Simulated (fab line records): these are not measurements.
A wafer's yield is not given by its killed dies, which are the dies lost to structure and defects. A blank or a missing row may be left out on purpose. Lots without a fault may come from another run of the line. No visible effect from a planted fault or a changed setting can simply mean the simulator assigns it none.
Struck lot and sound lot, side by side :: flow n5_finfet :: 39 steps out of a route of 1938
Sound: these wafers, L462.2, L462.4, L462.6. Struck: wafer L467.4; the same lot's L467.6 was not struck, so it is left out; see the end for the cause.
For every step that has rows: the tool of each side, followed by ch and its chambers, followed by its first start. Under that, the readings that differ: sound wafers :: struck wafers :: difference of the means :: sigmas: that difference in standard deviations of wafers without a fault.
alike: same words and numbers on both sides, and readings whose means sit less than 2 such deviations apart. not compared: any withheld reading, any reading some wafer has no value for, any bound like >300 that may hide the same value, and any number with overlapping values for which the record gives no deviation.
The two part at a step that has a row with sigmas, a row that says differs or no value, or rows on one side only. Numbers that have no deviation but don't overlap get no sigmas and don't part them. A reading that every wafer of one side lacks parts them only if that side has two wafers or more.

first, 11 steps without rows for these wafers: N5_BEOL_M4_STRIP_65 (strips in N2/H2); N5_BEOL_M4_STRIP_75 (strips in N2/H2); N5_BEOL_M4_STRIP_66 (strips in CF4); N5_BEOL_M4_HM_OPEN_17 (chemistry Cl2/BCl3, target TiN, target depth 20 nm, overetch 6 nm); N5_BEOL_M4_STRIP_19 (strips in O2); N5_BEOL_M4_COAT_67 (time 60 s, resist thk 60 nm); N5_BEOL_M4_COAT_68 (time 60 s, resist thk 12 nm); N5_BEOL_M4_COAT_76 (time 60 s, resist thk 5 nm); N5_BEOL_M4_COAT_22 (resist thk 30 nm); N5_BEOL_M4_EBR_24; N5_BEOL_M4_SOFTBAKE_23 (time 60 s).
N5_BEOL_M4_EXPOSE_25: exposes mask V3, defocus 5 nm.
  sound on euv_scanner-01 ch 0, day 12 08:54; struck on euv_scanner-01 ch 0, day 13 12:55
  alike: mask
then, 2 steps without rows for these wafers: N5_BEOL_M4_PEB_26 (peb time 60 s); N5_BEOL_M4_DEVELOP_27 (develop time 30 s).
N5_BEOL_M4_CD_MEAS_28: target cd 26.2 nm, target cd y 24.1 nm.
  sound on cd_sem-02 ch 0, day 12 09:02; struck on cd_sem-03 ch 0, day 13 13:02
reading: cd_nm (nm)
sound: 26.15 25.88 26.07
struck: 23.74
difference: -2.29
sigmas: -10
then, 22 steps without rows for these wafers: N5_BEOL_M4_DESCUM_33 (chemistry O2, time 7 s); N5_BEOL_M4_ETCH_77 (etches underlayer in N2/H2, target depth 6.5 nm, time 5.2 s); N5_BEOL_M4_ETCH_69 (etches SiARC in CF4, target depth 15.6 nm, time 26 s); N5_BEOL_M4_ALD_98 (deposits SiO2, target thk 2.5 nm, pulse time 1 s, co reactant pulse time 1 s); N5_BEOL_M4_ETCHBACK_99 (etches SiO2 in CHF3, target depth 5 nm, time 10.4 s); N5_BEOL_M4_ETCH_70 (etches SOC in N2/H2, target depth 80 nm, overetch 24 nm, time 130 s); N5_BEOL_M4_STRIP_71 (strips in N2/H2); N5_BEOL_M4_STRIP_78 (strips in N2/H2); N5_BEOL_M4_VIA_ETCH_34 (etches the open film in C4F6/O2, target depth 69.4 nm, time 65.9 s); N5_BEOL_M4_STRIP_83 (strips in C4F6/O2); N5_BEOL_M4_STRIP_36 (strips in N2/H2); N5_BEOL_M4_TRENCH_ETCH_37 (etches SiOC in C4F6/O2, target depth 55.555 nm, time 29.2 s); N5_BEOL_M4_ETCH_41 (etches SiCN in CH3F/O2, target depth 29.9 nm, time 52.5 s); N5_BEOL_M4_STRIP_97 (strips in N2/H2, time 10 s); N5_BEOL_M4_HM_STRIP_39 (strips TiN in peroxide tin strip, target depth 25 nm, time 158 s); N5_BEOL_M4_SRD_40 (time 30 s); N5_BEOL_M4_PRECLEAN_42 (cleans in residue remover, time 60 s); N5_BEOL_M4_SRD_43 (time 30 s); N5_BEOL_M4_DEGAS_44 (time 60 s); N5_BEOL_M4_PRE_CLEAN_45 (time 30 s); N5_BEOL_M4_ALD_84 (deposits TaN, pulse time 2 s, purge time 3 s, co reactant purge time 2 s); N5_BEOL_M4_SURFACE_TREAT_85.
N5_BEOL_M4_RC_MEAS_101:
  the record has rows for the sound wafers here (prober-01 ch 0, day 12 20:34) and none for the struck ones
-- here the record skips 5 days between the struck wafers' starts before and after, leaving off in module BEOL_M4 and picking up in module PASSIVATION (first step shown: number 1936 of the route) --
N5_PASSIVATION_PROBE_49:
  sound on prober-01, day 17 17:20; struck on prober-02, day 19 00:49
reading: defect_limited_yield (%)
sound: 88.6 91.4 91.4
struck: 0
difference: -90
sigmas: -65

reading: killed_at_M4_up
sound: 13 26 10
struck: 1072
difference: +1056
sigmas: +99 or more

reading: killed_at_other
sound: 2 4 4
struck: 9
difference: +6
sigmas: +2

reading: killed_dies
sound: 134 102 102
struck: 1180
difference: +1067
sigmas: +63

reading: killed_on_rim
sound: 19 13 17
struck: 152
difference: +136
sigmas: +35

reading: sort_bin_8_speed (%)
sound: 0 0.08 0
struck: 0
difference: +0
sigmas: -4

reading: sort_n_pass
sound: 1046 1077 1078
struck: 0
difference: -1067
sigmas: -63

reading: sort_yield_pct (%)
sound: 88.6 91.3 91.4
struck: 0
difference: -90
sigmas: -65
  alike: killed_at_M0_to_M3, killed_at_contacts, killed_at_front_end, killed_open, killed_short, sort_bin_5_function, sort_bin_6_memory

## WHERE THEY PART
At N5_BEOL_M4_CD_MEAS_28 first; at N5_PASSIVATION_PROBE_49 last (within this record only).

WHY: what the simulator had put in
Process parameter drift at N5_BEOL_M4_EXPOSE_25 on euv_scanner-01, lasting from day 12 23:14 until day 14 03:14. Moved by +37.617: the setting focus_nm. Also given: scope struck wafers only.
